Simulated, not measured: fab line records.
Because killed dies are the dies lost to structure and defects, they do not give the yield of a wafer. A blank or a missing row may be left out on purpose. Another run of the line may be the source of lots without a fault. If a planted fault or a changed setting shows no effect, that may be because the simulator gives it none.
fab line records -- flow n5-finfet
record: lots: 10, wafers: 30, last-day: 18
route steps=1938 shown BEOL_M11@1579 BEOL_M12@1605
lots untouched by any fault: they come from a run of this same line in which no faults occurred
start-h: start of the lot's first displayed wafer, in hours after the record's first day -- wait-h: hours elapsed since this lot's preceding step -- " the same as in the row above -- L1.1+2: one row covering several wafers at once -- - no value, or no start given -- * or withheld: withheld -- < > ~ a bound
route shown NAME@n: a module of which the file shows steps, and the number in the route of the first -- usual: mean/standard deviation taken from wafers without a fault -- same: alike in all rows -- chamber/n: place in a boat -- sites: per-site readings -- _std_site: how widely they spread, as a standard deviation -- _edge_site: outer sites' mean less inner sites' -- radius-mm: how far each site lies from the wafer's centre -- mask NAME#n: copy n -- behind: tool/chamber where the wafer was last shaped -- hold: cause of the lot's hold/its duration in hours/its outcome -- device: transistor that didn't switch, given as n, p or np -- end of line: the same wafers' tests at the end of the route -- step lacking rows: just its recipe -- killed: not the wafer's yield, but the dies lost to structure and defects at the first sort -- map: the dies of a wafer, with x for killed, . for not killed, _ for no die there
set.NAME: the setting the step ran with; set.NAME@STEP: the setting that earlier step ran with -- model.NAME: the simulator's own value behind a step, which no gauge read
steps of the route over a sample of lots; a table a step, a row a wafer
services: from which hour (start-h, from the record's first day; less than 0 if before it) a tool's chamber was out of use, for how many hours, and why
== steps ==
step: N5_BEOL_M11_ETCH_41
recipe: chemistry: CH3F/O2, target: SiCN, target-depth-a: 426, taper-deg: 2, time-s: 86, ion-energy-ev: 120, mask-material: TiN, pressure-mtorr: 30, source-w: 395, bias-w: 75, Ar_flow_sccm: 150, CH3F_flow_sccm: 30, O2_flow_sccm: 20
usual: drypump-motor-current-A: 6.1/0.49, oes-product-au: 0.76/0.087, rf-vpp-V: 297.0/1.6, showerhead-plenum-p-Torr: 1.99/0.067, throttle-valve-pct: 16.36/0.27
lot.wafer,tool,chamber,start-h,wait-h,drypump-motor-current-A,oes-product-au,rf-hours-counter-h,rf-vpp-V,showerhead-plenum-p-Torr,throttle-valve-pct
L756.2,rie-diel-06,2,-,-,6.7,0.70,238,294.4,1.90,16.63
L756.3,rie-diel-06,3,-,-,5.6,0.71,188,298.2,2.07,16.55
L756.5,rie-diel-06,3,-,-,5.6,0.72,-,297.8,2.07,16.55
L754.2,rie-diel-02,2,-,-,5.9,0.69,239,296.2,1.97,16.51
L754.3,rie-diel-02,1,-,-,5.7,0.69,196,298.2,2.06,16.34
L754.5,rie-diel-02,3,-,-,6.5,0.76,-,295.2,1.91,16.44
L758.1,rie-diel-02,0,-,-,6.6,0.72,174,296.1,1.99,16.63
L758.3,rie-diel-02,2,-,-,5.8,0.68,241,296.9,1.97,16.52
L758.4,rie-diel-02,1,-,-,5.7,0.69,199,299.1,2.06,16.37
L759.3,rie-diel-02,3,-,-,6.5,0.75,146,295.3,1.90,16.46
L759.4,rie-diel-02,1,-,-,5.7,0.68,-,297.8,2.06,16.38
L759.5,rie-diel-02,0,-,-,6.6,0.71,-,296.8,1.99,16.64
L764.1,rie-diel-02,3,-,-,6.5,0.74,147,296.1,1.90,16.47
L764.2,rie-diel-02,0,-,-,6.5,0.71,185,296.0,1.99,16.65
L764.6,rie-diel-02,0,-,-,6.5,0.71,-,296.0,1.99,16.65
L769.1,rie-diel-05,1,-,-,5.7,0.67,246,294.8,1.90,16.73
L769.2,rie-diel-05,3,-,-,5.2,0.69,241,296.3,1.99,16.55
L769.4,rie-diel-05,0,-,-,5.9,0.85,51,298.8,2.02,15.87
L766.2,rie-diel-02,1,-,-,5.7,0.66,223,297.5,2.05,16.39
L766.3,rie-diel-02,3,-,-,6.6,0.73,161,294.2,1.90,16.49
L766.4,rie-diel-02,2,-,-,5.9,0.97,7,296.5,1.97,16.11
L767.1,rie-diel-05,3,-,-,5.2,0.69,247,297.4,1.99,16.55
L767.3,rie-diel-05,0,-,-,6.0,0.84,57,297.2,2.02,15.89
L767.5,rie-diel-05,2,-,-,6.7,0.89,-,296.8,1.96,15.97
L768.2,rie-diel-05,2,-,-,6.8,0.89,25,298.6,1.96,15.95
L768.4,rie-diel-05,1,-,-,5.7,0.66,253,295.5,1.90,16.73
L768.5,rie-diel-05,0,-,-,5.9,0.84,-,299.6,2.02,15.88
L773.2,rie-diel-06,3,-,-,5.6,0.69,226,298.1,2.06,16.61
L773.3,rie-diel-06,1,-,-,5.8,0.70,203,295.1,1.90,16.14
L773.4,rie-diel-06,2,-,-,6.7,0.96,14,301.6,2.14,16.23
step: N5_BEOL_M11_PRE_CLEAN_45
recipe: gas: H2/He, time-s: 30, temp-c: 250
usual: heater-power-w: 343/25
lot.wafer,tool,chamber,start-h,wait-h,heater-power-w
L756.2,pvd-sputter-02,-,252.09,0.0,402
L756.3,pvd-sputter-02,-,252.09,0.0,338
L756.5,pvd-sputter-02,-,252.09,0.0,336
L754.2,pvd-sputter-01,-,259.28,0.0,339
L754.3,pvd-sputter-01,-,259.28,0.0,343
L754.5,pvd-sputter-01,-,259.28,0.0,359
L758.1,pvd-sputter-01,-,268.07,0.0,335
L758.3,pvd-sputter-01,-,268.07,0.0,361
L758.4,pvd-sputter-01,-,268.07,0.0,341
L759.3,pvd-sputter-01,-,305.63,0.0,338
L759.4,pvd-sputter-01,-,305.63,0.0,356
L759.5,pvd-sputter-01,-,305.63,0.0,329
L764.1,pvd-sputter-02,-,306.96,0.0,321
L764.2,pvd-sputter-02,-,306.96,0.0,339
L764.6,pvd-sputter-02,-,306.96,0.0,397
L769.1,pvd-sputter-01,-,328.98,0.0,341
L769.2,pvd-sputter-01,-,328.98,0.0,354
L769.4,pvd-sputter-01,-,328.98,0.0,340
L766.2,pvd-sputter-02,-,346.43,0.0,341
L766.3,pvd-sputter-02,-,346.43,0.0,402
L766.4,pvd-sputter-02,-,346.43,0.0,323
L767.1,pvd-sputter-02,-,346.78,0.0,405
L767.3,pvd-sputter-02,-,346.78,0.0,319
L767.5,pvd-sputter-02,-,346.78,0.0,419
L768.2,pvd-sputter-03,-,349.93,0.0,322
L768.4,pvd-sputter-03,-,349.93,0.0,339
L768.5,pvd-sputter-03,-,349.93,0.0,339
L773.2,pvd-sputter-01,-,390.39,0.0,315
L773.3,pvd-sputter-01,-,390.39,0.0,345
L773.4,pvd-sputter-01,-,390.39,0.0,333
step: N5_BEOL_M11_RS_MEAS_57
recipe: thk-meas-gauge: four-point-probe, reads: Cu_of_BEOL_M11_ECD_50+Co_of_BEOL_M11_CVD_75+TaN_of_BEOL_M11_ALD_74
usual: M11_RS: 0.152/0.0046
lot.wafer,tool,chamber,start-h,wait-h,M11_RS[ohm/sq]
L756.2,film-metro-02,-,255.33,0.0,0.148
L756.3,film-metro-02,-,255.33,0.0,0.145
L756.5,film-metro-02,-,255.33,0.0,0.145
L754.2,film-metro-02,-,262.71,0.0,0.153
L754.3,film-metro-02,-,262.71,0.0,0.160
L754.5,film-metro-02,-,262.71,0.0,0.151
L758.1,film-metro-01,-,269.73,0.0,0.150
L758.3,film-metro-01,-,269.73,0.0,0.149
L758.4,film-metro-01,-,269.73,0.0,0.158
L759.3,film-metro-01,-,308.12,0.0,0.151
L759.4,film-metro-01,-,308.12,0.0,0.156
L759.5,film-metro-01,-,308.12,0.0,0.152
L764.1,film-metro-02,-,310.09,0.0,0.153
L764.2,film-metro-02,-,310.09,0.0,0.150
L764.6,film-metro-02,-,310.09,0.0,0.149
L769.1,film-metro-01,-,331.11,0.0,0.160
L769.2,film-metro-01,-,331.11,0.0,0.152
L769.4,film-metro-01,-,331.11,0.0,0.148
L766.2,film-metro-02,-,350.13,0.0,0.161
L766.3,film-metro-02,-,350.13,0.0,0.158
L766.4,film-metro-02,-,350.13,0.0,0.146
L767.1,film-metro-02,-,350.30,0.0,0.151
L767.3,film-metro-02,-,350.30,0.0,0.148
L767.5,film-metro-02,-,350.30,0.0,0.147
L768.2,film-metro-01,-,351.74,0.0,0.150
L768.4,film-metro-01,-,351.74,0.0,0.158
L768.5,film-metro-01,-,351.74,0.0,0.144
L773.2,film-metro-02,-,392.14,0.0,0.152
L773.3,film-metro-02,-,392.14,0.0,0.161
L773.4,film-metro-02,-,392.14,0.0,0.148
step: N5_BEOL_M12_COAT_04
recipe: spin-rpm: 1625, resist-thk-nm: 400
usual: dispense-pressure-kPa: 50.2/2.6, spin-speed-rpm: 1625.1/1.1
lot.wafer,tool,chamber,start-h,wait-h,dispense-pressure-kPa,spin-speed-rpm
L756.2,litho-track-02,0,255.56,-,48.7,1626.0
L756.3,litho-track-02,0,255.56,-,48.7,1625.8
L756.5,litho-track-02,0,255.56,-,48.7,1624.9
L754.2,litho-track-03,0,262.94,-,54.3,1624.8
L754.3,litho-track-03,0,262.94,-,54.3,1624.3
L754.5,litho-track-03,0,262.94,-,54.3,1625.3
L758.1,litho-track-02,0,269.97,-,48.7,1624.9
L758.3,litho-track-02,0,269.97,-,48.7,1626.5
L758.4,litho-track-02,0,269.97,-,48.7,1625.0
L759.3,litho-track-03,0,308.35,-,54.2,1625.9
L759.4,litho-track-03,0,308.35,-,54.2,1625.8
L759.5,litho-track-03,0,308.35,-,54.3,1624.9
L764.1,litho-track-05,0,310.32,-,48.1,1625.4
L764.2,litho-track-05,0,310.32,-,48.2,1625.5
L764.6,litho-track-05,0,310.32,-,48.1,1626.6
L769.1,litho-track-05,0,331.35,-,48.2,1624.2
L769.2,litho-track-05,0,331.35,-,48.2,1624.3
L769.4,litho-track-05,0,331.35,-,48.2,1624.7
L766.2,litho-track-02,0,350.36,-,48.8,1625.4
L766.3,litho-track-02,0,350.36,-,48.7,1625.6
L766.4,litho-track-02,0,350.36,-,48.8,1624.7
L767.1,litho-track-02,0,350.53,-,48.8,1458.4
L767.3,litho-track-02,0,350.53,-,48.8,1459.5
L767.5,litho-track-02,0,350.53,-,48.8,1462.0
L768.2,litho-track-02,0,351.97,-,48.8,1458.2
L768.4,litho-track-02,0,351.97,-,48.7,1458.2
L768.5,litho-track-02,0,351.97,-,48.8,1457.2
L773.2,litho-track-05,0,392.37,-,48.2,1625.7
L773.3,litho-track-05,0,392.37,-,48.2,1622.6
L773.4,litho-track-05,0,392.37,-,48.2,1626.1
step: N5_BEOL_M12_STRIP_63
recipe: chemistry: N2/H2, power-w: 1000, temp-c: 250, h2-frac: 0.65, overash-fraction: 0.3, pressure-mtorr: 1000, n2-flow-sccm: 1750, h2-flow-sccm: 3250
usual: drypump-motor-current-A: 6.0/0.6, heater-power-w: 336/27, oes-product-au: 0.693/0.0043, strip-time-to-endpoint-s: 42.4/0.93
lot.wafer,tool,chamber,start-h,wait-h,drypump-motor-current-A,heater-power-w,oes-product-au,rf-hours-counter-h,strip-time-to-endpoint-s
L756.2,plasma-asher-01,1,256.40,-,6.6,337,0.697,63,43.2
L756.3,plasma-asher-01,1,256.40,-,6.6,337,0.688,-,42.6
L756.5,plasma-asher-01,0,256.40,-,5.3,293,0.685,-,41.8
L754.2,plasma-asher-01,1,263.63,-,6.6,330,0.695,65,43.9
L754.3,plasma-asher-01,0,263.63,-,5.3,301,0.689,-,44.5
L754.5,plasma-asher-01,1,263.63,-,6.6,333,0.695,-,42.8
L758.1,plasma-asher-02,1,270.74,-,6.7,350,0.702,135,41.9
L758.3,plasma-asher-02,1,270.74,-,6.7,347,0.697,-,43.6
L758.4,plasma-asher-02,0,270.74,-,5.7,370,0.693,-,42.6
L759.3,plasma-asher-01,1,309.01,-,6.6,334,0.698,-,41.9
L759.4,plasma-asher-01,0,309.01,-,5.3,299,0.691,-,42.3
L759.5,plasma-asher-01,1,309.01,-,6.6,334,0.698,-,41.1
L764.1,plasma-asher-02,1,311.23,-,6.7,355,0.694,142,43.3
L764.2,plasma-asher-02,0,311.23,-,5.7,365,0.689,142,43.0
L764.6,plasma-asher-02,0,311.23,-,5.6,368,0.687,-,41.3
L769.1,plasma-asher-02,0,332.26,-,5.7,371,0.694,145,42.2
L769.2,plasma-asher-02,1,332.26,-,6.7,351,0.690,145,41.8
L769.4,plasma-asher-02,1,332.26,-,6.7,356,0.702,-,41.5
L766.2,plasma-asher-02,0,351.03,-,5.7,369,0.688,149,41.6
L766.3,plasma-asher-02,1,351.03,-,6.7,348,0.691,-,43.6
L766.4,plasma-asher-02,0,351.03,-,5.6,363,0.686,-,42.2
L767.1,plasma-asher-01,0,351.31,-,5.3,294,0.700,83,49.1
L767.3,plasma-asher-01,1,351.31,-,6.6,342,0.706,-,49.3
L767.5,plasma-asher-01,1,351.31,-,6.6,328,0.701,-,48.0
L768.2,plasma-asher-01,1,352.76,-,6.6,330,0.700,83,48.5
L768.4,plasma-asher-01,0,352.76,-,5.3,299,0.700,-,47.3
L768.5,plasma-asher-01,0,352.76,-,5.3,287,0.696,-,47.9
L773.2,plasma-asher-01,0,393.02,-,5.2,292,0.686,94,42.6
L773.3,plasma-asher-01,1,393.02,-,6.5,337,0.693,-,42.0
L773.4,plasma-asher-01,0,393.02,-,5.2,296,0.694,-,42.4
== services ==
tool,chamber,start-h,hours,kind
rie-diel-06,1,240.99,8.6,repair
rie-diel-05,2,250.56,-,clean
rie-diel-05,2,250.56,-,consumable-replace:focus-ring
rie-diel-05,2,250.56,17.4,scheduled-down
rie-diel-05,2,250.56,17.4,vent-cycle
rie-diel-02,2,299.96,-,clean
rie-diel-02,2,299.96,-,consumable-replace:focus-ring
rie-diel-02,2,299.96,22.6,scheduled-down
rie-diel-02,2,299.96,22.6,vent-cycle
plasma-asher-01,-,300.37,4.0,repair
rie-diel-06,1,319.92,6.7,repair
rie-diel-06,3,357.07,4.4,repair
rie-diel-05,3,357.31,-,clean
rie-diel-05,3,357.31,-,consumable-replace:focus-ring
rie-diel-05,3,357.31,14.6,scheduled-down
rie-diel-05,3,357.31,14.6,vent-cycle
rie-diel-05,2,361.93,29.1,repair
pvd-sputter-01,-,370.77,4.7,repair
plasma-asher-02,-,371.90,14.6,pm
plasma-asher-02,-,386.50,2.8,pm
rie-diel-05,1,391.05,-,clean
rie-diel-05,1,391.05,-,consumable-replace:focus-ring
rie-diel-05,1,391.05,-,consumable-replace:showerhead
rie-diel-05,1,391.05,27.9,scheduled-down
== key ==
first-sign: step: N5_BEOL_M12_COAT_04, reading: spin-speed-rpm, direction: down, sigmas: 99+, usual: *, struck: *
effect: step: N5_BEOL_M12_STRIP_63, reading: strip-time-to-endpoint-s, direction: up, sigmas: 6.4, usual: *, struck: *
met-at N5_BEOL_M12_COAT_04
struck-lots L767,L768
not-acting-at N5_BEOL_M11_ETCH_41,N5_BEOL_M11_PRE_CLEAN_45,N5_BEOL_M11_RS_MEAS_57
onset-between 350.36 350.53
fault: kind: process-parameter-drift, tool: litho-track-02, chamber: -, onset-h: 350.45, steps: N5_BEOL_M12_COAT_04, channel: spin-rpm, offset: *, shape: step, end-h: 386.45, acts-in: *, stated: *
